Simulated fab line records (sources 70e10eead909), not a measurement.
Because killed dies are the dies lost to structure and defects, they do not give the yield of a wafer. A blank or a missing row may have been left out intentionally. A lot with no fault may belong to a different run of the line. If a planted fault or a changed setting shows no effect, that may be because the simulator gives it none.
Comparing a struck lot with a sound one -- flow nandHarc -- 12 out of 1302 route steps
Sound: wafers L799.1, L799.3, L799.4. Wafers L802.1, L802.4, L802.6 were the ones struck. The cause is given at the end.
Per side, at each step with rows, come the tool, then ch with its chambers, and then its first start. Under that, the readings that differ: sound wafers -- struck wafers -- difference of the means -- sigmas: that difference in standard deviations of wafers without a fault.
alike: words and numbers the same on both sides, and readings whose means are apart by under 2 such deviations; not compared: readings that were withheld, readings missing a value for some wafer, numbers with overlapping values and no deviation given by the record, and bounds like >300 which may hide the same value.
The two part at a step that has a row with sigmas, a row that says differs or no value, or rows on one side only. Numbers that don't overlap but have no deviation are shown without sigmas and don't part them. Lack of a reading on every wafer of one side parts them only where that side has two or more wafers.

first, 1 step without rows for these wafers: NHARC_A_WL_FILL_ALD_02 (deposits TiN, target thk 2 nm, pulse time 3 s, ald cycles 100).
NHARC_A_WL_FILL_CVD_03: deposits W, target thk 40 nm, time 279 s.
  sound on cvdW-02 ch 0,1, day 21 02:04; struck on cvdW-02 ch 0,1, day 22 23:11
  alike: heaterPowerW, mfcArSccm, throttleValvePct
NHARC_A_WL_FILL_ETCHBACK_04: etches the open film in NF3, target depth 60 nm, time 120 s.
  sound on rieMetal-02 ch 0,1, day 21 02:23; struck on rieMetal-02 ch 0, day 22 23:34
  alike: drypumpMotorCurrentA, oesProductAu, runLengthS
  not compared: rfHoursCounterH
NHARC_A_WL_FILL_ETCHBACK_05: etches the open film in Cl2/BCl3, target depth 22 nm, time 60 s.
  sound on rieMetal-02 ch 0,1, day 21 02:38; struck on rieMetal-02 ch 0,1, day 22 23:49
  alike: drypumpMotorCurrentA, oesProductAu, runLengthS
  not compared: rfHoursCounterH
then, 5 steps without rows for these wafers: NHARC_A_WL_FILL_STRIP_27 (strips in N2/H2, time 20 s); NHARC_A_WL_FILL_STRIP_28 (strips in post etch residue remover, time 1200 s); NHARC_A_WL_FILL_PRECLEAN_06 (cleans in DIW, time 300 s); NHARC_A_WL_FILL_SRD_07; NHARC_A_WL_FILL_ANNEAL_08 (time 1800 s).
NHARC_A_WL_FILL_ALD_10: deposits SiO2, target thk 50 nm, pulse time 10 s, ald cycles 500.
  sound on aldHk-02 ch 0,2,3, day 21 08:10; struck on aldHk-03 ch 2,3, day 23 05:32
  alike: heaterPowerW, precursorPulseHeightRel
NHARC_A_WL_FILL_ETCHBACK_16: etches the open film in C4F8/O2/Ar, target depth 120 nm, time 24 s.
  sound on rieDiel-13 ch 1,2,3, day 21 12:47; struck on rieDiel-13 ch 2,3, day 23 09:38
reading,sound,struck,difference,sigmas
oesProductAu (a.u.),0.91 0.93 0.92,0.99 1.00 1.00,+0.08,+2
runLengthS (s),45.4 45.2 45.2,76.3 75.2 75.6,+30.4,+95
  alike: rfVppV
  not compared: rfHoursCounterH
NHARC_A_WL_FILL_STRIP_29: strips in O2, time 20 s.
  sound on rieDiel-13 ch 0,2,3, day 21 12:52; struck on rieDiel-13 ch 1,2
  alike: drypumpMotorCurrentA, mfcArSccm, oesProductAu, rfVppV, showerheadPlenumPTorr, throttleValvePct
  not compared: rfHoursCounterH

== WHERE THEY PART ==
NHARC_A_WL_FILL_ETCHBACK_16 only, going by this record. Later steps at which nothing parts them and some readings are alike: NHARC_A_WL_FILL_STRIP_29.

WHY: what the simulator had put in
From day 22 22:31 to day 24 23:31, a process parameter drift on rieDiel-13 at NHARC_A_WL_FILL_ETCHBACK_16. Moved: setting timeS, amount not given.
